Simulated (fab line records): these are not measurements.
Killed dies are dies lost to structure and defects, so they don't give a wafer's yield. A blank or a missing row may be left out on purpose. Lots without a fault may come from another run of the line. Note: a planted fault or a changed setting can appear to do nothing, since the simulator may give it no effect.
Chamber matching || flow n5Finfet || N5_HKMG_FIN_ALD_75 on aldHk-03 has 4 sister chambers
The step deposits Al2O3, target thk 1 nm, co reactant pulse time 1 s. 4 wafers are shown with their chamber, then 11 later ones without.

## WAFERS PAIRED WITH THEIR CHAMBERS
{"wafer": "L084.6", "chamber": 1, "heaterPowerW (W)": 129}
{"wafer": "L086.3", "chamber": 2, "heaterPowerW (W)": 160}
{"wafer": "L086.4", "chamber": 3, "heaterPowerW (W)": 143}
{"wafer": "L088.1", "chamber": 0, "heaterPowerW (W)": 146}

## WAFERS WITH NO CHAMBER GIVEN
{"wafer": "L088.4", "heaterPowerW (W)": 154}
{"wafer": "L088.5", "heaterPowerW (W)": 148}
{"wafer": "L091.1", "heaterPowerW (W)": 128}
{"wafer": "L091.3", "heaterPowerW (W)": 147}
{"wafer": "L091.5", "heaterPowerW (W)": 160}
{"wafer": "L093.3", "heaterPowerW (W)": 156}
{"wafer": "L093.5", "heaterPowerW (W)": 126}
{"wafer": "L093.6", "heaterPowerW (W)": 146}
{"wafer": "L095.1", "heaterPowerW (W)": 145}
{"wafer": "L095.2", "heaterPowerW (W)": 146}
{"wafer": "L095.4", "heaterPowerW (W)": 133}

## CHAMBER TAKEN BY EACH
{"wafer": "L088.4", "from the rows above": "can't be placed: 2 or 0 or 3", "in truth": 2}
{"wafer": "L088.5", "from the rows above": "can't be placed: 0 or 3", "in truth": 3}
{"wafer": "L091.1", "from the rows above": 1, "in truth": 1}
{"wafer": "L091.3", "from the rows above": "can't be placed: 0 or 3", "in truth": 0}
{"wafer": "L091.5", "from the rows above": 2, "in truth": 2}
{"wafer": "L093.3", "from the rows above": 2, "in truth": 2}
{"wafer": "L093.5", "from the rows above": 1, "in truth": 1}
{"wafer": "L093.6", "from the rows above": "can't be placed: 0 or 3", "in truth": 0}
{"wafer": "L095.1", "from the rows above": "can't be placed: 0 or 3", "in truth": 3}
{"wafer": "L095.2", "from the rows above": "can't be placed: 0 or 3", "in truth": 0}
{"wafer": "L095.4", "from the rows above": 1, "in truth": 1}
Placed correctly: 5 of 11. Cannot be placed on the basis of these rows: 6; the candidates contain the true chamber in 6. 0 placed wrongly.
How it was worked out, from the rows above alone: a wafer's distance from a chamber is the root of the sum, over the readings, of the square of ((its reading less the chamber's mean) divided by the reading's scatter). If the next closest chamber is less than 2 further off than the closest, the wafer can't be placed; otherwise it belongs to the closest. For every chamber, the mean is computed from those of its wafers that are shown. The scatter (one wafer shown for each chamber): square how far every hidden wafer sits from the nearest shown wafer, average those squares and take the square root.
